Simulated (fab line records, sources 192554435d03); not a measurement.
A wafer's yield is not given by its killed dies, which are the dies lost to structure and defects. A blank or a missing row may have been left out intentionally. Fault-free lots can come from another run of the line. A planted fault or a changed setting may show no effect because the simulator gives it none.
Chamber matching    flow n5Finfet    N5_MOL_CONTACT_COAG_ETCHBACK_136 on rieDiel-02 has 4 sister chambers
The step etches SiO2 in CHF3, target depth 25 nm, time 16.7 s. 4 wafers are shown with their chamber, then 9 later ones without.

## WAFERS WITH THEIR CHAMBER
wafer   chamber  drypumpMotorCurrentA (A)
L078.6  3        6.1
L089.1  0        6.0
L090.5  1        5.5
L090.6  2        5.4

## WAFERS WITH NO CHAMBER GIVEN
wafer   drypumpMotorCurrentA (A)
L092.3  5.6
L092.4  6.1
L092.5  6.0
L094.1  5.4
L094.4  6.1
L094.5  5.5
L096.2  5.4
L096.3  5.6
L096.5  6.0

## WHICH CHAMBER EACH ONE RAN IN
wafer   from the rows above  in truth
L092.3  1                    1
L092.4  3                    3
L092.5  0                    0
L094.1  2                    2
L094.4  3                    3
L094.5  1                    1
L096.2  2                    2
L096.3  1                    1
L096.5  0                    0
Correct placement for 9 of the 9. Left unplaced by these rows: 0. 0 placed wrongly.
How it was worked out, from the rows above alone: a wafer's distance from a chamber is the root of the sum, over the readings, of the square of ((its reading less the chamber's mean) divided by the reading's scatter). If the next closest chamber is less than 2 further off than the closest, the wafer can't be placed; otherwise it belongs to the closest. Each chamber's mean is taken over the wafers shown for it. The scatter: root of mean squared gap, hidden wafer to nearest shown wafer, with one shown wafer a chamber.
